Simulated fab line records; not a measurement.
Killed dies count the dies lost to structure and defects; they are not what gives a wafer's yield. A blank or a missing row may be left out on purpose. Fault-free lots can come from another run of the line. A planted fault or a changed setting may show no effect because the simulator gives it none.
Which tool did it? | flow nand harc | 24 lots, 72 wafers sampled, at 6 steps of a route of 1302

## WHAT THE GAUGES SHOWED, per wafer
No reading from a measuring or inspecting step in the record can be judged against a usual standard deviation.

## WHICH TOOL RAN EACH LOT (tool, then ch and the chambers of the sampled wafers, then the start)
lot  | NHARC_A_STAIRCASE_ETCH_25                     | NHARC_A_STAIRCASE_ETCH_197                    | NHARC_A_STAIRCASE_TRIM_200                    | NHARC_A_STAIRCASE_DESCUM_219       | NHARC_A_STAIRCASE_TRIM_222     | NHARC_A_STAIRCASE_ETCH_232
L074 | rie diel-03 ch 0,2, day 16 02:44 or earlier   | rie diel-08 ch 0,3, day 16 02:44 or earlier   | rie diel-08 ch 0,1,3, day 16 02:44 or earlier | rie diel-08 ch 1,3, day 16 02:44   | rie diel-08 ch 0,1,3, no start | rie diel-10 ch 2,3, no start
L075 | rie diel-03 ch 1,2,3, day 16 17:39 or earlier | rie diel-10 ch 0,1,3, day 16 17:39 or earlier | rie diel-10 ch 0,1,2, day 16 17:39 or earlier | rie diel-03 ch 0,1,2, day 16 17:39 | rie diel-03 ch 0,1,2, no start | rie diel-10 ch 0,2, no start
L076 | rie diel-10 ch 0,1,2, day 16 18:13 or earlier | rie diel-03 ch 1,2,3, day 16 18:13 or earlier | rie diel-03 ch 1,2,3, day 16 18:13 or earlier | rie diel-10 ch 0,3, day 16 18:13   | rie diel-10 ch 1,2,3, no start | rie diel-10 ch 2,3, no start
L077 | rie diel-10 ch 0,1,3, day 17 00:51 or earlier | rie diel-08 ch 1,3, day 17 00:51 or earlier   | rie diel-08 ch 1,3, day 17 00:51 or earlier   | rie diel-08 ch 1,3, day 17 00:51   | rie diel-08 ch 1,3, no start   | rie diel-08 ch 1,2,3, no start
L078 | rie diel-08 ch 1,3, day 17 15:56 or earlier   | rie diel-08 ch 2,3, day 17 15:56 or earlier   | rie diel-08 ch 1,2,3, day 17 15:56 or earlier | rie diel-08 ch 0,1,2, day 17 15:56 | rie diel-08 ch 0,2,3, no start | rie diel-08 ch 0,3, no start
L079 | rie diel-03 ch 0,1,3, day 18 09:41 or earlier | rie diel-03 ch 1,3, day 18 09:41 or earlier   | rie diel-03 ch 1,2,3, day 18 09:41 or earlier | rie diel-08 ch 0,3, day 18 09:41   | rie diel-08 ch 0,2,3, no start | rie diel-08 ch 1,3, no start
L080 | rie diel-03 ch 0,2, day 18 10:14 or earlier   | rie diel-10 ch 0,3, day 18 10:14 or earlier   | rie diel-10 ch 2,3, day 18 10:14 or earlier   | rie diel-10 ch 0,3, day 18 10:14   | rie diel-10 ch 0,1,3, no start | rie diel-10 ch 0,1,3, no start
L081 | rie diel-08 ch 2,3, day 19 04:43 or earlier   | rie diel-08 ch 0,2, day 19 04:43 or earlier   | rie diel-08 ch 0,3, day 19 04:43 or earlier   | rie diel-08 ch 0,1,2, day 19 04:43 | rie diel-08 ch 2,3, no start   | rie diel-03 ch 0,2,3, no start
L082 | rie diel-08 ch 0,3, day 19 22:07 or earlier   | rie diel-03 ch 0,2,3, day 19 22:07 or earlier | rie diel-03 ch 0,2,3, day 19 22:07 or earlier | rie diel-03 ch 0,2, day 19 22:07   | rie diel-03 ch 0,2,3, no start | rie diel-08 ch 0,2,3, no start
L083 | rie diel-10 ch 0,1,2, day 20 11:41 or earlier | rie diel-10 ch 0,2,3, day 20 11:41 or earlier | rie diel-10 ch 1,2,3, day 20 11:41 or earlier | rie diel-03 ch 0,1,3, day 20 11:41 | rie diel-03 ch 0,1,3, no start | rie diel-10 ch 0,1,3, no start
L085 | rie diel-08 ch 0,1,3, day 20 16:47 or earlier | rie diel-10 ch 0,2, day 20 16:47 or earlier   | rie diel-10 ch 0,2,3, day 20 16:47 or earlier | rie diel-03 ch 0,3, day 20 16:47   | rie diel-03 ch 0,3, no start   | rie diel-03 ch 0,2,3, no start
L086 | rie diel-10 ch 0,1,3, day 20 17:47 or earlier | rie diel-10 ch 0,2,3, day 20 17:47 or earlier | rie diel-10 ch 1,2,3, day 20 17:47 or earlier | rie diel-08 ch 1,3, day 20 17:47   | rie diel-08 ch 0,1, no start   | rie diel-08 ch 0,1,3, no start
L084 | rie diel-10 ch 0,2, day 20 22:54 or earlier   | rie diel-08 ch 0,1,3, day 20 22:54 or earlier | rie diel-08 ch 0,1,3, day 20 22:54 or earlier | rie diel-08 ch 1,3, day 20 22:54   | rie diel-08 ch 0,1,2, no start | rie diel-08 ch 0,1,2, no start
L087 | rie diel-03 ch 0,2,3, day 21 11:01 or earlier | rie diel-10 ch 0,1, day 21 11:01 or earlier   | rie diel-10 ch 1,2, day 21 11:01 or earlier   | rie diel-08 ch 0,1, day 21 11:01   | rie diel-08 ch 0,1,2, no start | rie diel-03 ch 0,1,2, no start
L088 | rie diel-08 ch 0,1,3, day 22 08:17 or earlier | rie diel-08 ch 0,3, day 22 08:17 or earlier   | rie diel-08 ch 0,1,2, day 22 08:17 or earlier | rie diel-10 ch 0,1,3, day 22 08:17 | rie diel-10 ch 0,1,3, no start | rie diel-08 ch 0,2, no start
L091 | rie diel-03 ch 2,3, day 22 15:56 or earlier   | rie diel-03 ch 1,2, day 22 15:56 or earlier   | rie diel-03 ch 0,3, day 22 15:56 or earlier   | rie diel-08 ch 1,2, day 22 15:56   | rie diel-08 ch 0,3, no start   | rie diel-08 ch 2,3, no start
L089 | rie diel-10 ch 0,1, day 22 23:43 or earlier   | rie diel-03 ch 2,3, day 22 23:43 or earlier   | rie diel-03 ch 1,3, day 22 23:43 or earlier   | rie diel-10 ch 1,3, day 22 23:43   | rie diel-10 ch 0,2, no start   | rie diel-08 ch 0,3, no start
L092 | rie diel-10 ch 0,1,3, day 23 03:44 or earlier | rie diel-03 ch 0,2,3, day 23 03:44 or earlier | rie diel-03 ch 0,1,2, day 23 03:44 or earlier | rie diel-10 ch 1,2,3, day 23 03:44 | rie diel-10 ch 2,3, no start   | rie diel-10 ch 0,1,3, no start
L090 | rie diel-08 ch 0,2,3, day 23 03:59 or earlier | rie diel-08 ch 0,2, day 23 03:59 or earlier   | rie diel-08 ch 0,1,2, day 23 03:59 or earlier | rie diel-08 ch 2,3, day 23 03:59   | rie diel-08 ch 0,3, no start   | rie diel-03 ch 1,2, no start
L093 | rie diel-03 ch 1,2,3, day 23 22:01 or earlier | rie diel-03 ch 0,2,3, day 23 22:01 or earlier | rie diel-03 ch 1,2,3, day 23 22:01 or earlier | rie diel-03 ch 1,2,3, day 23 22:01 | rie diel-03 ch 0,1,3, no start | rie diel-03 ch 1,2,3, no start
L094 | rie diel-03 ch 0,1,2, day 24 10:26 or earlier | rie diel-10 ch 1,2,3, day 24 10:26 or earlier | rie diel-10 ch 1,3, day 24 10:26 or earlier   | rie diel-10 ch 1,2,3, day 24 10:26 | rie diel-10 ch 0,2,3, no start | rie diel-03 ch 1,2,3, no start
L095 | rie diel-03 ch 2,3, day 25 03:13 or earlier   | rie diel-03 ch 1,2,3, day 25 03:13 or earlier | rie diel-03 ch 1,2,3, day 25 03:13 or earlier | rie diel-10 ch 1,2, day 25 03:13   | rie diel-10 ch 0,3, no start   | rie diel-03 ch 0,1,2, no start
L096 | rie diel-10 ch 0,2,3, day 25 03:44 or earlier | rie diel-08 ch 1,2,3, day 25 03:44 or earlier | rie diel-08 ch 0,3, day 25 03:44 or earlier   | rie diel-10 ch 1,2,3, day 25 03:44 | rie diel-10 ch 0,1,2, no start | rie diel-10 ch 0,2, no start
L097 | rie diel-03 ch 0,1,3, day 25 13:06 or earlier | rie diel-10 ch 1,3, day 25 13:06 or earlier   | rie diel-10 ch 0,1,3, day 25 13:06 or earlier | rie diel-08 ch 1,2, day 25 13:06   | rie diel-08 ch 0,1,3, no start | rie diel-03 ch 0,1,3, no start
- NHARC_A_STAIRCASE_ETCH_25: etches the open film in C4F8/O2, target depth 100 nm, time 40.5 s.
- NHARC_A_STAIRCASE_ETCH_197: etches the open film in C4F8/O2, target depth 100 nm, time 40.5 s.
- NHARC_A_STAIRCASE_TRIM_200: chemistry O2, time 211.2 s.
- NHARC_A_STAIRCASE_DESCUM_219: chemistry O2, time 3 s.
- NHARC_A_STAIRCASE_TRIM_222: chemistry O2, time 211.2 s.
- NHARC_A_STAIRCASE_ETCH_232: etches the open film in C4F8/O2, target depth 100 nm, time 40.5 s.

## WHAT THE TOOLS THEMSELVES READ (means of the sampled wafers that have a number; where no wafer has one, the mark that the record gives instead)
NHARC_A_STAIRCASE_ETCH_25.
lot  | tool        | oes product au (a.u.) | rf vpp V (V)
L074 | rie diel-03 | 0.933                 | 892
L075 | rie diel-03 | 0.941                 | 891
L076 | rie diel-10 | 0.945                 | 894
L077 | rie diel-10 | 0.938                 | 889
L078 | rie diel-08 | 0.942                 | 896
L079 | rie diel-03 | 0.932                 | 896
L080 | rie diel-03 | 0.941                 | 891
L081 | rie diel-08 | 0.962                 | 892
L082 | rie diel-08 | 0.943                 | 897
L083 | rie diel-10 | 0.953                 | 891
L085 | rie diel-08 | 0.942                 | 896
L086 | rie diel-10 | 0.930                 | 895
L084 | rie diel-10 | 0.948                 | 893
L087 | rie diel-03 | 0.950                 | 901
L088 | rie diel-08 | 0.919                 | 895
L091 | rie diel-03 | 0.944                 | 899
L089 | rie diel-10 | 0.960                 | 890
L092 | rie diel-10 | 0.949                 | 894
L090 | rie diel-08 | 0.957                 | 896
L093 | rie diel-03 | 0.928                 | 897
L094 | rie diel-03 | 0.922                 | 898
L095 | rie diel-03 | 0.941                 | 902
L096 | rie diel-10 | 0.949                 | 897
L097 | rie diel-03 | 0.949                 | 894

NHARC_A_STAIRCASE_ETCH_197.
lot  | tool        | oes product au (a.u.) | rf vpp V (V)
L074 | rie diel-08 | 0.949                 | 892
L075 | rie diel-10 | 0.942                 | 889
L076 | rie diel-03 | 0.935                 | 889
L077 | rie diel-08 | 0.945                 | 892
L078 | rie diel-08 | 0.946                 | 896
L079 | rie diel-03 | 0.933                 | 891
L080 | rie diel-10 | 0.964                 | 890
L081 | rie diel-08 | 0.923                 | 900
L082 | rie diel-03 | 0.952                 | 895
L083 | rie diel-10 | 0.945                 | 898
L085 | rie diel-10 | 0.942                 | 894
L086 | rie diel-10 | 0.971                 | 898
L084 | rie diel-08 | 0.954                 | 895
L087 | rie diel-10 | 0.938                 | 891
L088 | rie diel-08 | 0.948                 | 892
L091 | rie diel-03 | 0.945                 | 900
L089 | rie diel-03 | 0.948                 | 902
L092 | rie diel-03 | 0.934                 | 901
L090 | rie diel-08 | 0.946                 | 901
L093 | rie diel-03 | 0.944                 | 900
L094 | rie diel-10 | 0.961                 | 896
L095 | rie diel-03 | 0.926                 | 896
L096 | rie diel-08 | 0.976                 | 901
L097 | rie diel-10 | 0.969                 | 899

NHARC_A_STAIRCASE_TRIM_200.
lot  | tool        | drypump motor current A (A) | oes product au (a.u.) | rf vpp V (V) | showerhead plenum p Torr (Torr) | throttle valve pct (%)
L074 | rie diel-08 | 6.0                         | 1.000                 | 57.8         | 3.55                            | 17.034
L075 | rie diel-10 | 5.5                         | 0.992                 | 57.0         | 3.44                            | 17.039
L076 | rie diel-03 | 5.8                         | 0.985                 | 57.0         | 3.38                            | 17.037
L077 | rie diel-08 | 6.0                         | 1.001                 | 57.9         | 3.53                            | 17.021
L078 | rie diel-08 | 6.0                         | 1.000                 | 58.4         | 3.54                            | 17.044
L079 | rie diel-03 | 5.9                         | 0.990                 | 58.3         | 3.37                            | 17.046
L080 | rie diel-10 | 5.2                         | 0.996                 | 58.0         | 3.44                            | 17.035
L081 | rie diel-08 | 6.2                         | 0.995                 | 57.6         | 3.42                            | 17.034
L082 | rie diel-03 | 5.6                         | 0.986                 | 58.2         | 3.50                            | 17.038
L083 | rie diel-10 | 5.5                         | 1.000                 | 57.8         | 3.54                            | 17.040
L085 | rie diel-10 | 5.3                         | 0.991                 | 57.3         | 3.58                            | 17.044
L086 | rie diel-10 | 5.5                         | 0.991                 | 57.9         | 3.54                            | 17.031
L084 | rie diel-08 | 6.0                         | 1.002                 | 57.3         | 3.53                            | 17.030
L087 | rie diel-10 | 5.4                         | 0.993                 | 57.6         | 3.44                            | 17.037
L088 | rie diel-08 | 5.8                         | 1.001                 | 57.4         | 3.64                            | 17.032
L091 | rie diel-03 | 5.6                         | 1.001                 | 57.5         | 3.57                            | 17.034
L089 | rie diel-03 | 6.1                         | 0.991                 | 57.5         | 3.37                            | 17.037
L092 | rie diel-03 | 5.9                         | 0.990                 | 58.2         | 3.60                            | 17.040
L090 | rie diel-08 | 5.8                         | 1.008                 | 58.2         | 3.63                            | 17.038
L093 | rie diel-03 | 5.8                         | 0.989                 | 57.9         | 3.53                            | 17.034
L094 | rie diel-10 | 5.7                         | 0.992                 | 57.7         | 3.62                            | 17.035
L095 | rie diel-03 | 5.9                         | 0.995                 | 57.8         | 3.53                            | 17.029
L096 | rie diel-08 | 6.1                         | 1.005                 | 58.6         | 3.76                            | 17.036
L097 | rie diel-10 | 5.6                         | 1.003                 | 57.8         | 3.49                            | 17.050

NHARC_A_STAIRCASE_DESCUM_219.
lot  | tool        | drypump motor current A (A) | oes product au (a.u.) | rf vpp V (V) | showerhead plenum p Torr (Torr) | throttle valve pct (%)
L074 | rie diel-08 | 6.0                         | 1.001                 | 58.4         | 1.92                            | 11.308
L075 | rie diel-03 | 5.8                         | 0.988                 | 57.5         | 1.86                            | 11.317
L076 | rie diel-10 | 5.4                         | 1.007                 | 57.8         | 1.80                            | 11.321
L077 | rie diel-08 | 6.0                         | 1.001                 | 57.7         | 1.92                            | 11.310
L078 | rie diel-08 | 5.8                         | 0.999                 | 58.4         | 1.99                            | 11.310
L079 | rie diel-08 | 6.0                         | 0.995                 | 57.9         | 1.93                            | 11.318
L080 | rie diel-10 | 5.3                         | 1.005                 | 57.7         | 1.83                            | 11.301
L081 | rie diel-08 | 5.8                         | 0.999                 | 58.3         | 1.98                            | 11.305
L082 | rie diel-03 | 5.6                         | 0.991                 | 57.7         | 1.93                            | 11.305
L083 | rie diel-03 | 5.8                         | 0.999                 | 59.2         | 1.90                            | 11.308
L085 | rie diel-03 | 5.5                         | 0.996                 | 57.6         | 1.98                            | 11.315
L086 | rie diel-08 | 6.0                         | 1.001                 | 58.4         | 1.91                            | 11.306
L084 | rie diel-08 | 6.0                         | 0.995                 | 58.0         | 1.91                            | 11.319
L087 | rie diel-08 | 5.9                         | 0.994                 | 57.8         | 1.98                            | 11.313
L088 | rie diel-10 | 5.6                         | 1.005                 | 57.4         | 1.90                            | 11.313
L091 | rie diel-08 | 5.8                         | 1.014                 | 58.6         | 1.98                            | 11.317
L089 | rie diel-10 | 5.8                         | 0.999                 | 57.5         | 1.87                            | 11.310
L092 | rie diel-10 | 5.5                         | 0.989                 | 58.0         | 1.91                            | 11.312
L090 | rie diel-08 | 5.9                         | 1.012                 | 57.9         | 1.90                            | 11.313
L093 | rie diel-03 | 5.9                         | 0.997                 | 57.7         | 1.92                            | 11.314
L094 | rie diel-10 | 5.5                         | 1.001                 | 57.3         | 1.91                            | 11.317
L095 | rie diel-10 | 5.4                         | 1.007                 | 57.2         | 1.86                            | 11.313
L096 | rie diel-10 | 5.5                         | 0.993                 | 58.9         | 1.91                            | 11.299
L097 | rie diel-08 | 5.8                         | 1.009                 | 58.3         | 1.97                            | 11.320

NHARC_A_STAIRCASE_TRIM_222.
lot  | tool        | drypump motor current A (A) | oes product au (a.u.) | rf vpp V (V) | showerhead plenum p Torr (Torr) | throttle valve pct (%)
L074 | rie diel-08 | 6.0                         | 0.999                 | 57.7         | 3.55                            | 17.047
L075 | rie diel-03 | 5.9                         | 0.992                 | 57.2         | 3.44                            | 17.037
L076 | rie diel-10 | 5.5                         | 1.003                 | 57.6         | 3.38                            | 17.036
L077 | rie diel-08 | 6.0                         | 0.996                 | 57.9         | 3.53                            | 17.036
L078 | rie diel-08 | 6.0                         | 1.010                 | 58.1         | 3.54                            | 17.036
L079 | rie diel-08 | 6.0                         | 1.001                 | 57.4         | 3.54                            | 17.043
L080 | rie diel-10 | 5.6                         | 0.993                 | 57.1         | 3.34                            | 17.037
L081 | rie diel-08 | 5.9                         | 1.010                 | 58.9         | 3.53                            | 17.034
L082 | rie diel-03 | 5.6                         | 0.987                 | 58.2         | 3.50                            | 17.032
L083 | rie diel-03 | 5.8                         | 1.000                 | 57.7         | 3.51                            | 17.041
L085 | rie diel-03 | 5.5                         | 0.998                 | 58.0         | 3.64                            | 17.038
L086 | rie diel-08 | 5.9                         | 0.997                 | 57.6         | 3.65                            | 17.031
L084 | rie diel-08 | 5.9                         | 1.004                 | 57.7         | 3.64                            | 17.035
L087 | rie diel-08 | 5.9                         | 1.000                 | 58.1         | 3.64                            | 17.040
L088 | rie diel-10 | 5.6                         | 1.002                 | 57.0         | 3.51                            | 17.028
L091 | rie diel-08 | 6.0                         | 0.999                 | 57.5         | 3.53                            | 17.032
L089 | rie diel-10 | 5.2                         | 0.997                 | 57.5         | 3.45                            | 17.036
L092 | rie diel-10 | 5.4                         | 0.989                 | 57.7         | 3.69                            | 17.027
L090 | rie diel-08 | 6.2                         | 1.002                 | 57.2         | 3.41                            | 17.046
L093 | rie diel-03 | 5.8                         | 0.991                 | 57.9         | 3.50                            | 17.031
L094 | rie diel-10 | 5.3                         | 1.002                 | 57.7         | 3.57                            | 17.043
L095 | rie diel-10 | 5.4                         | 1.007                 | 58.5         | 3.65                            | 17.031
L096 | rie diel-10 | 5.5                         | 0.995                 | 57.1         | 3.40                            | 17.039
L097 | rie diel-08 | 6.0                         | 1.007                 | 57.6         | 3.69                            | 17.037

NHARC_A_STAIRCASE_ETCH_232.
lot  | tool        | oes product au (a.u.) | rf vpp V (V)
L074 | rie diel-10 | 0.961                 | 889
L075 | rie diel-10 | 0.936                 | 896
L076 | rie diel-10 | 0.938                 | 893
L077 | rie diel-08 | 0.951                 | 897
L078 | rie diel-08 | 0.945                 | 892
L079 | rie diel-08 | 0.960                 | 892
L080 | rie diel-10 | 0.939                 | 889
L081 | rie diel-03 | 0.948                 | 894
L082 | rie diel-08 | 0.963                 | 897
L083 | rie diel-10 | 0.936                 | 896
L085 | rie diel-03 | 0.942                 | 901
L086 | rie diel-08 | 0.935                 | 896
L084 | rie diel-08 | 0.946                 | 900
L087 | rie diel-03 | 0.934                 | 899
L088 | rie diel-08 | 0.968                 | 901
L091 | rie diel-08 | 0.950                 | 891
L089 | rie diel-08 | 0.949                 | 891
L092 | rie diel-10 | 0.940                 | 894
L090 | rie diel-03 | 0.952                 | 893
L093 | rie diel-03 | 0.942                 | 896
L094 | rie diel-03 | 0.949                 | 895
L095 | rie diel-03 | 0.962                 | 898
L096 | rie diel-10 | 0.945                 | 894
L097 | rie diel-03 | 0.936                 | 894

## THE ANSWER, worked out from the rows above alone
Rule: what is usual is taken from the lots themselves. The widest of any qualifying gaps counts: lots, ordered by their means at a reading, are off when they make up no more than a third of the lots, leave a main group of 4 or more, and stand apart from it by 3 or more times the standard deviation of that group's means. If all means in a main group match to the digits the tables above print for the reading, that group is not used. A lot without any number at a reading at which 4 lots or more have one is off too. Any other lot the step has rows for is counted as sound. Order of review: gauges by route order, followed by the tools' own readings, for which a lot's mean as printed above is used. The first step at which some lot is off is used, and at that step the reading that is off furthest; a lot without a number counts as furthest.
Across all readings shown, no lot is off: no conclusion can be drawn from this.

## WHAT WAS PUT IN BY THE SIMULATOR
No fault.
